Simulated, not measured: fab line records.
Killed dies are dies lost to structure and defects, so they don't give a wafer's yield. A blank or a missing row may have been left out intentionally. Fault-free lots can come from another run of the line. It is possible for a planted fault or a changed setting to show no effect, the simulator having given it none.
Which tool is to blame? ; flow nand-harc ; 7 lots with 21 wafers sampled at 2 steps, on a route of 1302 steps

WHAT THE GAUGES READ, wafer by wafer
NHARC_A_CHANNEL_FILL_D2_INSPECT_13.
lot;measured;on;raw-defect-count
L707;day 16 05:29;defect-inspect-02;211 351 405
L709;day 16 13:52;defect-inspect-02;211 368 337
L718;day 20 14:06;defect-inspect-01;278 303 276
L720;day 21 12:06;defect-inspect-02;445 346 302
L722;day 22 11:25;defect-inspect-01;321 391 400
L724;day 23 07:18;defect-inspect-02;336 318 459
L727;day 24 09:20;defect-inspect-01;298 268 218

WHAT TOOL EACH LOT RAN ON (gives the tool, then ch and the chambers of the sampled wafers, and finally the start)
lot;NHARC_A_CHANNEL_FILL_D2_ETCHBACK_08
L707;rie-diel-06 ch 0,1,3, day 16 05:29 or earlier
L709;rie-diel-08 ch 2,3, day 16 13:52 or earlier
L718;rie-diel-02 ch 0,2,3, day 20 14:06 or earlier
L720;rie-diel-02 ch 0,1,3, day 21 12:06 or earlier
L722;rie-diel-06 ch 0,1,3, day 22 11:25 or earlier
L724;rie-diel-08 ch 0,2,3, day 23 07:18 or earlier
L727;rie-diel-06 ch 1,2,3, day 24 09:20 or earlier
- NHARC_A_CHANNEL_FILL_D2_ETCHBACK_08: etches the open film in C4F8, target depth 220 nm, time 110 s.

THE ANSWER, worked out from the rows above alone
Rule: the lots themselves supply what counts as usual. The widest of any qualifying gaps counts: lots, ordered by their means at a reading, are off when they make up no more than a third of the lots, leave a main group of 4 or more, and stand apart from it by 3 or more times the standard deviation of that group's means. The tables above print the reading to a certain number of digits; a main group whose means all agree to those digits is not used. A lot without any number at a reading at which 4 lots or more have one is off too. All remaining lots with rows at the step are treated as sound.
None of the lots is off at any reading shown; this tells nothing.

WHAT WAS PUT IN BY THE SIMULATOR
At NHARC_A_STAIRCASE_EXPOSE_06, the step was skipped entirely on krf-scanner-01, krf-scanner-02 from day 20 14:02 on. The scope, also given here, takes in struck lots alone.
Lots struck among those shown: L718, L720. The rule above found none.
